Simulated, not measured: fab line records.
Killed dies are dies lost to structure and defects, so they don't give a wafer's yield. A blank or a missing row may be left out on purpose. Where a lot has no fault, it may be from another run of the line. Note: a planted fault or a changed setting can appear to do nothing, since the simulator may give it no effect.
Comparing a struck lot with a sound one    flow n5 finfet    14 steps out of a route of 1938
Sound: wafers L349.1, L349.4, L349.6. Struck: wafers L361.3, L361.4, L361.6. Last of all comes the cause.
Order at every step that has rows: each side's tool, ch and its chambers, its first start. Under that, the readings that differ: sound wafers    struck wafers    difference of the means    sigmas: that difference in standard deviations of wafers without a fault.
alike: same words and numbers on both sides, and readings whose means sit less than 2 such deviations apart. not compared: any withheld reading, any reading some wafer has no value for, any bound like >300 that may hide the same value, and any number with overlapping values for which the record gives no deviation.
A row with sigmas, a row that says differs or no value, or rows on one side alone: a step with any of these is where the two part. When numbers do not overlap yet have no deviation, they are printed without sigmas and do not part them. A reading missing from all wafers of one side parts the sides only when that side holds two or more wafers.

first, 1 step without rows for these wafers: N5_BEOL_M3_STRIP_75 (strips in N2/H2).
N5_BEOL_M3_STRIP_66: strips in CF4.
  sound on rie diel-02 ch 1,2, day 8 05:04; struck on rie diel-05 ch 0,2,3, day 11 22:56
  alike: drypump motor current A, oes product au, rf vpp V, showerhead plenum p Torr, throttle valve pct
  not compared: rf hours counter h
N5_BEOL_M3_HM_OPEN_17: chemistry Cl2/BCl3, target TiN, target depth 20 nm, overetch 6 nm.
  sound on rie metal-01 ch 0,1, day 8 05:07; struck on rie metal-03 ch 0,1, day 11 23:00
reading                      sound        struck       difference  sigmas
drypump motor current A (A)  5.4 5.3 5.3  6.5 5.9 6.5  +1.0        +2
  alike: oes product au, throttle valve pct
  not compared: rf hours counter h
N5_BEOL_M3_STRIP_19: strips in O2.
  sound on rie diel-06 ch 1,3, day 8 05:23; struck on rie diel-05 ch 0,2,3, day 11 23:05
  alike: drypump motor current A, oes product au, rf vpp V, showerhead plenum p Torr, throttle valve pct
  not compared: rf hours counter h
N5_BEOL_M3_CD_MEAS_18: pitch 36 nm, target cd 18 nm.
  struck on cd sem-02, day 11 23:09; sound on cd sem-01, day 8 05:27
  alike: cd nm
then, 7 steps without rows for these wafers: N5_BEOL_M3_COAT_67 (time 60 s, resist thk 60 nm); N5_BEOL_M3_COAT_68 (time 60 s, resist thk 12 nm); N5_BEOL_M3_COAT_76 (time 60 s, resist thk 5 nm); N5_BEOL_M3_COAT_22 (resist thk 30 nm); N5_BEOL_M3_EBR_24; N5_BEOL_M3_SOFTBAKE_23 (time 60 s); N5_BEOL_M3_EXPOSE_25 (exposes mask V2, defocus 5 nm).
N5_BEOL_M3_PEB_26: peb time 60 s.
  sound on litho track-01 ch 0, day 8 05:42; struck on litho track-03, day 11 23:32
  no value came back on the struck wafers for chill plate temp C (C), exhaust pa (Pa), resist line temp C (C); on the sound wafers chill plate temp C (C) reads 22.93 23.03 23.08
then, 1 step without rows for these wafers: N5_BEOL_M3_DEVELOP_27 (develop time 30 s).

== WHERE THEY PART ==
At N5_BEOL_M3_HM_OPEN_17 first; at N5_BEOL_M3_PEB_26 last (within this record only).

WHY: what the simulator had put in
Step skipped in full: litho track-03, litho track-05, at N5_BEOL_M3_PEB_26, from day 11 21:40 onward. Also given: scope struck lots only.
